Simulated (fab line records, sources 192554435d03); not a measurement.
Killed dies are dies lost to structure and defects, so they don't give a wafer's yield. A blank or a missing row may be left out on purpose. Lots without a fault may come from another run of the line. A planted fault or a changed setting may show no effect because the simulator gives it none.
fab line records | flow n5_finfet
record lots=4 wafers=12 last_day=18
route steps=1938 shown HKMG_FIN@426 GATE_CUT@465 BEOL_M4@1111 PASSIVATION@1936
lots that met no fault: from a run of the same line without faults
start_h: hours from the record's first day to the start of the lot's first wafer shown | wait_h: hours since the lot's step before | " the same as in the row above | L1.1+2: a row that stands for several wafers | - no value, or no start given | * or withheld: withheld | < > ~ a bound
route shown NAME@n: a module of which the file shows steps, and the number in the route of the first | usual: mean/standard deviation of fault-free wafers | same: alike in all rows | chamber/n: place in a boat | sites: the reading at each site | _std_site: their standard deviation | _edge_site: outer sites' mean less inner sites' | radius_mm: how far each site lies from the wafer's centre | mask NAME#n: copy n | behind: the tool/chamber that last shaped the wafer | hold: why the lot was held/for how many hours/how that ended | device: the transistor (n, p or np) that didn't switch | end of line: the same wafers' tests at the end of the route | a step without rows: its recipe alone | killed: dies lost to structure and defects at the first sort, not the wafer's yield | map: a wafer's dies, x killed, . not, _ none there
set.NAME: the setting as run; set.NAME@STEP: as run at that earlier step | model.NAME: the simulator's own value behind a step, which no gauge read
lots at some steps of the route; a table a step, a row a wafer
services: from which hour (start_h, from the record's first day; less than 0 if before it) a tool's chamber was out of use, for how many hours, and why
## steps
# step N5_HKMG_FIN_SOFTBAKE_07
# recipe temp_c=110 time_s=60 resist=CAR-ArF
# step N5_HKMG_FIN_EXPOSE_09
# recipe mask_id=NWFM na=1.35 source_shape=conventional sigma_outer=0.8 polarization=unpolarized dose_mj=39.25
# step N5_HKMG_FIN_PEB_10
# recipe peb_temp_c=withheld peb_time_s=60 resist=CAR-ArF
# step N5_HKMG_FIN_DEVELOP_11
# recipe develop_time_s=30 developer=TMAH resist=CAR-ArF dev_temp_c=23 rinse_liquid=diw dry=air_spin
# step N5_HKMG_FIN_DESCUM_17
# recipe chemistry=O2 time_s=7.9 source_power_w=50 bias_power_w=20 pressure_mtorr=20 rf_frequency_hz=2.712e+07 temp_c=40 resist=CAR-ArF o2_flow_sccm=225
# step N5_HKMG_FIN_ETCH_31
# recipe chemistry=CF4 target=SiARC target_depth_a=455 mask_material=CAR-ArF time_s=75.8 ion_energy_ev=80 pressure_mtorr=40 source_w=545 bias_w=36 Ar_flow_sccm=100 cf4_flow_sccm=100 ends=cleared
# step N5_HKMG_FIN_ETCH_32
# recipe chemistry=N2/H2 target=SOC target_depth_a=2400 temp_c=40 time_s=300 ion_energy_ev=200 mask_material=SiARC pressure_mtorr=30 source_w=840 bias_w=150 n2_flow_sccm=200 h2_flow_sccm=200
# step N5_HKMG_FIN_STRIP_33
# recipe chemistry=N2/H2 temp_c=40 n2_flow_sccm=200 h2_flow_sccm=200 rf_frequency_hz=6e+07
# step N5_HKMG_FIN_STRIP_34
# recipe chemistry=CF4 resist=SiARC power_w=300 bias_power_w=75 pressure_mtorr=50 cf4_flow_sccm=150 rf_frequency_hz=6e+07
# step N5_HKMG_FIN_ETCH_35
# recipe chemistry=N2/H2 target=SOC target_depth_a=2158 ion_energy_ev=65 bias_w=5 source_w=3000 time_s=243.4 pressure_mtorr=30 n2_flow_sccm=200 h2_flow_sccm=200
# usual drypump_motor_current_A=5.6/0.37 h2_flow_sccm=199.9/0.59 oes_product_au=0.79/0.097 rf_vpp_V=142.1/0.95 run_length_s=266.8/0.37 showerhead_plenum_p_Torr=2.60/0.076 throttle_valve_pct=17.68/0.27
# columns lot.wafer tool chamber start_h wait_h drypump_motor_current_A h2_flow_sccm oes_product_au rf_hours_counter_h rf_vpp_V run_length_s showerhead_plenum_p_Torr throttle_valve_pct model.SOC_of_HKMG_FIN_COAT_29.thk_nm model.etch.depth_nm model.HKMG_FIN.feature_depth_nm
L522.1 rie_diel-04 2 81.51 0.0 5.9 200.9 0.75 164 142.4 266.7 2.52 17.86 86.2 213 213
L522.3 " 0 " " 6.1 199.7 0.67 244 142.6 267.3 2.61 17.79 84.6 213.8 213.8
L522.6 " 1 " " 6.2 200.2 0.77 - 142.0 267.1 2.65 18.10 80.8 217.1 217
L535.2 rie_diel-06 2 162.52 0.0 5.6 200.0 0.68 241 141.5 267.5 2.62 17.84 84.8 214.9 214.8
L535.4 " 1 " " 5.6 200.1 0.82 - 143.4 266.5 2.57 17.81 89.2 211.4 211.4
L535.5 " 2 " " 5.6 200.2 0.69 - 142.7 267.1 2.62 17.84 84.6 215.9 215.8
L538.1 rie_diel-06 0 182.43 0.0 5.2 200.1 0.99 2 140.8 122.9 2.58 17.00 211.2 88.84 88.8
L538.3 " 2 " " 5.6 199.7 0.68 250 141.8 267.2 2.62 17.86 80.4 218.3 218.4
L538.5 " 2 " " 5.6 199.9 0.69 - 143.7 123.3 2.62 17.86 210.4 88.85 88.8
L541.3 rie_diel-06 2 196.38 0.0 5.6 199.6 0.67 257 143.3 267.3 2.61 17.88 83.8 216.9 217
L541.4 " 1 " " 5.6 199.7 0.81 - 143.1 267.2 2.56 17.84 87.8 212.9 212.8
L541.5 " 0 " " 5.2 199.4 0.94 - 141.3 122.6 2.58 16.99 213.4 87.77 87.8
# step N5_HKMG_FIN_STRIP_92
# recipe chemistry=N2/H2 material=SOC time_s=20 power_w=500 temp_c=40 pressure_mtorr=50 rf_frequency_hz=6e+07 bias_power_w=8 h2_frac=0.5 n2_flow_sccm=300 h2_flow_sccm=300
# usual drypump_motor_current_A=5.7/0.37 h2_flow_sccm=300.0/0.92 oes_product_au=0.79/0.097 rf_vpp_V=54.3/0.86 showerhead_plenum_p_Torr=3.43/0.096 throttle_valve_pct=18.8/0.32
# same time_s=20
# columns lot.wafer tool chamber start_h wait_h drypump_motor_current_A h2_flow_sccm oes_product_au rf_hours_counter_h rf_vpp_V showerhead_plenum_p_Torr throttle_valve_pct model.SOC_of_HKMG_FIN_COAT_29.thk_nm
L522.1 rie_diel-04 2 81.66 0.1 5.9 300.2 0.75 165 53.6 3.33 19.3 76.2
L522.3 " 0 " " 6.1 298.4 0.68 244 54.7 3.44 19.2 74.6
L522.6 " 1 " " 6.2 300.4 0.76 - 53.3 3.49 19.1 70.6
L535.2 rie_diel-06 2 162.67 0.1 5.6 299.0 0.70 241 53.6 3.46 19.1 74.2
L535.4 " 1 " " 5.6 300.3 0.83 - 55.5 3.39 18.8 79
L535.5 " 2 " " 5.6 300.6 0.70 - 53.8 3.46 19.1 74
L538.1 rie_diel-06 0 182.57 0.1 5.2 298.3 0.97 2 54.5 3.41 17.9 201.2
L538.3 " 2 " " 5.6 301.2 0.69 250 55.7 3.45 19.1 70
L538.5 " 2 " " 5.6 301.1 0.69 - 54.3 3.45 19.1 199.8
L541.3 rie_diel-06 2 196.53 0.1 5.7 299.0 0.68 257 55.6 3.45 19.1 73.4
L541.4 " 1 " " 5.6 301.5 0.80 - 54.8 3.38 18.8 78
L541.5 " 0 " " 5.2 298.3 0.94 - 52.3 3.40 17.9 203.2
# step N5_HKMG_FIN_WET_ETCH_18
# recipe chemistry=SC1 target=TiN mix=1:1:5 temp_c=* time_s=55 target_depth_nm=5.2 dry=ipa_marangoni rinse_time_s=30 rinse_temp_c=23
# step N5_HKMG_FIN_STRIP_19
# recipe chemistry=N2/H2 power_w=2500 temp_c=300 h2_frac=0.65 time_s=360 pressure_mtorr=withheld n2_flow_sccm=1750 h2_flow_sccm=3250
# step N5_HKMG_FIN_ALD_91
# recipe material=TiN target_thk_a=10 temp_c=400 ald_precursor_family=TiCl4 ald_co_reactant=NH3 pulse_time_s=1 purge_time_s=3 co_reactant_purge_time_s=2 co_reactant_pulse_time_s=2 ald_cycles=47 pressure_torr=3
# step N5_HKMG_FIN_COAT_85
# recipe resist=SOC temp_c=250 time_s=60 spin_rpm=1500 resist_thk_nm=300
# step N5_HKMG_FIN_ETCH_86
# recipe chemistry=N2/H2 target=SOC target_depth_a=3932 stop_on=TiN ion_energy_ev=100 bias_w=61 pressure_mtorr=30 source_w=850 n2_flow_sccm=200 h2_flow_sccm=200
# step N5_HKMG_FIN_STRIP_89
# recipe chemistry=N2/H2 material=SOC time_s=20 power_w=500 temp_c=40 pressure_mtorr=50 rf_frequency_hz=6e+07 bias_power_w=8 h2_frac=0.5 n2_flow_sccm=300 h2_flow_sccm=300
# step N5_HKMG_FIN_WET_ETCH_87
# recipe chemistry=SC1 target=TiN mix=1:2:40 temp_c=50 time_s=154.2 target_depth_nm=4.7 dry=ipa_marangoni rinse_time_s=30 rinse_temp_c=23
# step N5_HKMG_FIN_STRIP_88
# recipe chemistry=N2/H2 power_w=2500 temp_c=300 h2_frac=0.65 time_s=360 pressure_mtorr=withheld n2_flow_sccm=1750 h2_flow_sccm=3250
# step N5_HKMG_FIN_NWFM_ALD_20
# recipe material=TiAlC target_thk_a=20 temp_c=300 ald_precursor_family=TiCl4 ald_co_reactant=TEA pulse_time_s=3 purge_time_s=2 co_reactant_purge_time_s=2 co_reactant_pulse_time_s=10 ald_cycles=7 pressure_torr=3
# step N5_HKMG_FIN_ALD_71
# recipe material=TiN target_thk_a=10 temp_c=400 ald_precursor_family=TiCl4 ald_co_reactant=NH3 pulse_time_s=1 purge_time_s=3 co_reactant_purge_time_s=2 co_reactant_pulse_time_s=2 ald_cycles=47 pressure_torr=3
# step N5_HKMG_FIN_COAT_66
# recipe resist=SOC temp_c=250 time_s=60 spin_rpm=1500 resist_thk_nm=300
# step N5_HKMG_FIN_ETCH_67
# recipe chemistry=N2/H2 target=SOC target_depth_a=3889 stop_on=TiN ion_energy_ev=100 bias_w=61 pressure_mtorr=30 source_w=850 n2_flow_sccm=200 h2_flow_sccm=200
# step N5_HKMG_FIN_STRIP_90
# recipe chemistry=N2/H2 material=SOC time_s=20 power_w=500 temp_c=40 pressure_mtorr=50 rf_frequency_hz=6e+07 bias_power_w=8 h2_frac=0.5 n2_flow_sccm=300 h2_flow_sccm=300
# step N5_HKMG_FIN_WET_ETCH_73
# recipe chemistry=SC1 mix=1:2:40 temp_c=50 time_s=42.3 target_depth_nm=1.3 dry=ipa_marangoni rinse_time_s=30 rinse_temp_c=23
# step N5_HKMG_FIN_ETCHBACK_68
# recipe chemistry=Cl2/Ar stop_on=HfO2 target_depth_a=5 pressure_mtorr=10 icp_w=600 bias_w=60 Cl2_flow_sccm=40 Ar_flow_sccm=60
# step N5_HKMG_FIN_STRIP_69
# recipe chemistry=N2/H2 power_w=2500 temp_c=300 h2_frac=0.65 time_s=360 pressure_mtorr=withheld n2_flow_sccm=1750 h2_flow_sccm=3250
# step N5_HKMG_FIN_ALD_21
# recipe material=TiN target_thk_a=15 temp_c=400 ald_precursor_family=TiCl4 ald_co_reactant=NH3 pulse_time_s=1 purge_time_s=3 co_reactant_purge_time_s=2 co_reactant_pulse_time_s=2 ald_cycles=68 pressure_torr=3
# step N5_HKMG_FIN_ALD_72
# recipe material=W target_thk_a=20 temp_c=300 pressure_torr=7.5 ald_precursor_family=WF6 ald_co_reactant=B2H6 pulse_time_s=1 purge_time_s=2 co_reactant_purge_time_s=2 co_reactant_pulse_time_s=3 ald_cycles=7
# step N5_HKMG_FIN_W_FILL_22
# recipe material=W target_thk_a=600 temp_c=400 pressure_torr=39.4 time_s=18.2
# step N5_HKMG_FIN_PRECLEAN_83
# recipe chemistry=DIW time_s=57.5 temp_c=23
# step N5_HKMG_FIN_SRD_84
# recipe dry_time_s=32 dry=n2_spin spin_rpm=1500
# step N5_HKMG_FIN_CMP_23
# recipe stop_on=SiNx t_overpolish_s=10 post_cmp_clean=rinse_only down_force_psi=4 platen_rpm=50.289 pad_velocity_m_s=1.0006 target_thk_nm=46.326
# step N5_HKMG_FIN_CMP_94
# recipe stop_on=SiNx post_cmp_clean=w_dilute_nh4oh t_overpolish_s=4.7 down_force_psi=4 platen_rpm=50.289 pad_velocity_m_s=1.0006 target_thk_nm=43.299
# step N5_GATE_CUT_ETCHBACK_00
# recipe chemistry=SF6/Cl2 target=W pressure_mtorr=8 icp_w=900 bias_w=80 SF6_flow_sccm=40 Cl2_flow_sccm=60
# step N5_GATE_CUT_ETCH_56
# recipe chemistry=Cl2/Ar target=TiN target_depth_a=216 pressure_mtorr=10 icp_w=600 bias_w=60 Cl2_flow_sccm=40 Ar_flow_sccm=60
# step N5_GATE_CUT_ETCHBACK_30
# recipe chemistry=Cl2/Ar target=TiN target_depth_a=30 mode=isotropic pressure_mtorr=10 icp_w=600 bias_w=60 Cl2_flow_sccm=40 Ar_flow_sccm=60
# step N5_BEOL_M4_RC_MEAS_101
# usual DIBL_N=36.0/1.9 DIBL_P=35.6/2.2 IOFF_N=0.15/0.031 IOFF_N_85C=3.0/0.51 IOFF_N_LIN=0.071/0.012 IOFF_N_LONG=5.53e-05/2.6e-06 IOFF_P=0.19/0.032 ION_N=668/11 ION_P=455/7.2 SS_N=71.5/0.65 SS_P=73.4/0.64 VT_N=251/3.6 VT_N_LONG=275.0/2 VT_N_LVT=99/3.5 VT_P=-253/3.3
# columns lot.wafer tool chamber start_h wait_h DIBL_N[mV/V] DIBL_P[mV/V] IOFF_N[nA/um] IOFF_N_85C[nA/um] IOFF_N_LIN[nA/um] IOFF_N_LONG[nA/um] IOFF_P[nA/um] ION_N[uA/um] ION_P[uA/um] SS_N[mV/dec] SS_P[mV/dec] VT_N[mV] VT_N_LONG[mV] VT_N_LVT[mV] VT_P[mV]
L522.1 prober-02 0 193.73 0.0 38.4 38.5 0.17 3.3 0.078 5.24e-05 0.19 676 449 72.3 74.2 249 276.5 98 -254
L522.3 " 0 " " 36.9 37.4 0.14 2.9 0.068 5.16e-05 0.18 667 448 71.9 73.7 252 275.1 102 -254
L522.6 " 0 " " 36.8 37.4 0.14 2.7 0.066 5.1e-05 0.17 660 451 72.2 73.3 252 278.8 103 -255
L535.2 prober-02 0 298.07 0.2 36.8 36.6 0.16 3.1 0.075 5.7e-05 0.18 682 467 70.8 73.8 248 273.4 97 -251
L535.4 " 0 " " 38.3 38.6 0.19 3.6 0.086 5.73e-05 0.22 688 470 72.1 73.6 248 275.9 94 -250
L535.5 " 0 " " 37.0 35.9 0.15 3.1 0.071 5.72e-05 0.18 676 461 71.0 73.6 248 273.7 99 -253
L538.1 prober-01 0 322.67 0.0 37.3 35.0 0.00 0.0 0.000 3.08e-05 0.18 237 452 71.6 73.7 456 480.2 303 -254
L538.3 " 0 " " 39.6 37.6 0.20 3.8 0.088 5.58e-05 0.22 682 458 71.9 73.6 245 271.8 93 -251
L538.5 " 0 " " 38.5 37.1 0.00 0.0 0.000 2.99e-05 0.22 241 462 71.7 73.7 453 479.6 302 -250
L541.3 prober-02 0 322.74 0.3 36.7 36.8 0.16 3.1 0.074 5.44e-05 0.21 679 462 71.7 74.5 253 276.5 98 -251
L541.4 " 0 " " 34.6 34.9 0.14 2.8 0.068 5.48e-05 0.19 672 459 71.3 73.6 250 275.3 99 -251
L541.5 " 0 " " 35.8 36.5 0.00 0.0 0.000 3.07e-05 0.21 237 459 72.2 73.2 463 479.2 305 -250
# step N5_PASSIVATION_PROBE_49
# usual defect_limited_yield=91.3/1.4 killed_at_M0_to_M3=34/10 killed_at_M4_up=14/5.5 killed_at_contacts=12/6 killed_at_front_end=40/10 killed_at_other=3.0/2.4 killed_dies=103/17 killed_open=68/13 killed_short=34/7.8 sort_bin_5_function=5.1/0.97 sort_bin_6_memory=3.3/0.66 sort_bin_8_speed=0.02/0.12 sort_n_pass=1077/17 sort_yield_pct=91.2/1.4
# same gross_dies=1180 killed_at_back_side=0 sort_bin_4_leakage[%]=0
# columns lot.wafer tool chamber start_h wait_h defect_limited_yield[%] killed_at_M0_to_M3 killed_at_M4_up killed_at_contacts killed_at_front_end killed_at_other killed_dies killed_open killed_short sort_bin_5_function[%] sort_bin_6_memory[%] sort_bin_8_speed[%] sort_n_pass sort_yield_pct[%]
L541.5 prober-02 - 424.63 0.2 91.0 34 20 4 45 3 106 76 29 5.2 3.5 91.02 0 0
L538.1 prober-02 - 434.67 0.0 91.4 21 20 13 37 10 101 59 41 5.5 2.5 91.44 0 0
L538.5 prober-02 - 434.87 0.2 92.5 31 18 11 26 2 88 44 41 4.3 2.5 92.54 0 0
# killed by level:class
L541.5 FIN_SAQP:geometric_particle:open=15 BEOL_M1:geometric_particle:open=11 STI_FIN_REVEAL:geometric_particle:open=10 BEOL_M3:geometric_particle:open=8 BEOL_M5:geometric_particle:open=8 FIN_SAQP:geometric_particle:short=7 BEOL_M4:geometric_particle:open=7 BEOL_M1:geometric_particle:short=5
L538.1 FIN_SAQP:geometric_particle:short=12 MOL_CONTACT_COAG:geometric_particle:open=10 BEOL_M3:geometric_particle:open=8 GATE_CUT:geometric_particle:short=7 BEOL_M4:geometric_particle:open=6 FIN_SAQP:geometric_particle:open=5 BEOL_M3:geometric_particle:short=3 STI_FIN_REVEAL:geometric_particle:open=3
L538.5 BEOL_M0_SAQP:geometric_particle:short=12 MOL_CONTACT_COAG:geometric_particle:open=7 GATE_CUT:geometric_particle:short=6 BEOL_M2:geometric_particle:open=6 BEOL_M4:geometric_particle:short=5 FIN_SAQP:geometric_particle:short=4 GATE_CUT:geometric_particle:open=4 MOL_CONTACT_COAG:geometric_particle:short=4
# map L538.1 (x killed, . not)
_________________......x...x.________________
______________............x....._____________
___________x...x........x..........__________
__________........x.x..............._________
________.....x...............x........_______
_______.x....x..........x..............______
______........x.....x..................._____
_____.x.........x....x.................x.____
____..........xx......x...................___
___.....x..x................x........xx....__
___....x.x.x............................x..__
__.x......................x................._
__...............................x..x......._
_..x........x.................x....x.......x.
_....xx........x...x........................x
_.........x......................x...........
_..........x...x.................x.....x.....
_.x..............x...............xx.x.x......
_......x.x........x.........x................
_.x..x......................x..x.............
_................................x...........
__xx....x..x..x..x.........x................_
__.............x......x....................._
___......x.................x......x........__
___.....x....x....................x........__
____.x.......x............................___
_____.....x..........x...................____
______.................x..x......x......_____
_______....................x..x........______
________....xx........................_______
__________.......x.................._________
___________.............x..x.xxx...__________
______________..x..............._____________
_________________x......x....________________
# map L541.4 (x killed, . not)
_________________.x..x.......________________
______________x...x............._____________
___________..................x.x..x__________
__________..x.........x............._________
________..x.....x..............x......_______
_______............x............x.x....______
______.....x.x............x.....x..x...._____
_____x........x...................x....x.____
____.......x....x...........x..........x..___
___..........x................xx....xx..x..__
___..........x.........x.x...x.............__
__.........................x.x..........x..._
__.xx.x......x..............x.............x._
_....................x..x............x.......
_..................................x...x....x
_..x...x........................x.......x....
_.........x.....x...xxx......x..............x
_x....x.....x................x....x..........
_.x.........x.x.x.x.......xx.x.....x.........
_...x................x.x....................x
_x............x..............x..............x
__.....x.......x..........x..........x....x._
__.............x...x......x...........x...x._
___...........x............x.......x.......__
___.............x........x.......x.........__
____.xx...............x.x.....x...........___
_____x.......x..x..x..............x.....x____
______......x..........xxx..x..........._____
_______.......x......x.....x.....x..x..______
________..............x..............._______
__________..................x......._________
___________.xx.....x...x.......xx..__________
______________....x..x.........._____________
_________________.......x.x..________________
## services
# columns tool chamber start_h hours kind
rie_diel-04 0 98.61 - clean
rie_diel-04 0 98.61 - consumable_replace:focus_ring
rie_diel-04 0 98.61 15.3 scheduled_down
rie_diel-04 0 98.61 15.3 vent_cycle
rie_diel-04 3 130.10 - clean
rie_diel-04 3 130.10 - consumable_replace:focus_ring
rie_diel-04 3 130.10 23.7 scheduled_down
rie_diel-04 3 130.10 23.7 vent_cycle
rie_diel-06 0 130.10 4.0 repair
rie_diel-06 0 141.88 - clean
rie_diel-06 0 141.88 - consumable_replace:focus_ring
rie_diel-06 0 141.88 33.7 scheduled_down
rie_diel-06 0 141.88 33.7 vent_cycle
rie_diel-04 1 171.89 1.4 repair
rie_diel-06 3 181.80 17.0 repair
## key
first_sign step=N5_HKMG_FIN_ETCH_35 reading=run_length_s direction=down sigmas=99+ usual=* struck=*
effect step=N5_BEOL_M4_RC_MEAS_101 reading=VT_N_LONG direction=up sigmas=99+ usual=275.0 struck=479.7
effect step=N5_BEOL_M4_RC_MEAS_101 reading=VT_N_LVT direction=up sigmas=59 usual=99 struck=303
effect step=N5_BEOL_M4_RC_MEAS_101 reading=VT_N direction=up sigmas=57 usual=251 struck=457
effect step=N5_BEOL_M4_RC_MEAS_101 reading=ION_N direction=down sigmas=38 usual=668 struck=238
effect step=N5_BEOL_M4_RC_MEAS_101 reading=IOFF_N_LONG direction=down sigmas=9.7 usual=5.53e-05 struck=3.05e-05
effect step=N5_BEOL_M4_RC_MEAS_101 reading=IOFF_N_LIN direction=down sigmas=5.8 usual=0.071 struck=0.000
effect step=N5_BEOL_M4_RC_MEAS_101 reading=IOFF_N_85C direction=down sigmas=5.8 usual=3.0 struck=0.0
effect step=N5_BEOL_M4_RC_MEAS_101 reading=IOFF_N direction=down sigmas=4.8 usual=0.15 struck=0.00
effect step=N5_PASSIVATION_PROBE_49 reading=sort_bin_8_speed direction=up sigmas=99+ usual=0.02 struck=91.67
model_effect step=N5_HKMG_FIN_ETCH_35 value=SOC_of_HKMG_FIN_COAT_29.thk_nm without=83.73 struck=211.7
model_effect step=N5_HKMG_FIN_STRIP_92 value=SOC_of_HKMG_FIN_COAT_29.thk_nm without=73.47 struck=201.4
met_at N5_HKMG_FIN_ETCH_35
struck_wafers L538.1,L538.5,L541.5
onset_between 162.52 182.43
fault kind=process_parameter_drift tool=rie_diel-06 chamber=- onset_h=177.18 steps=N5_HKMG_FIN_ETCH_35 channel=time_s offset=* shape=step end_h=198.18 scope=struck_wafers_only acts_in=* stated=*
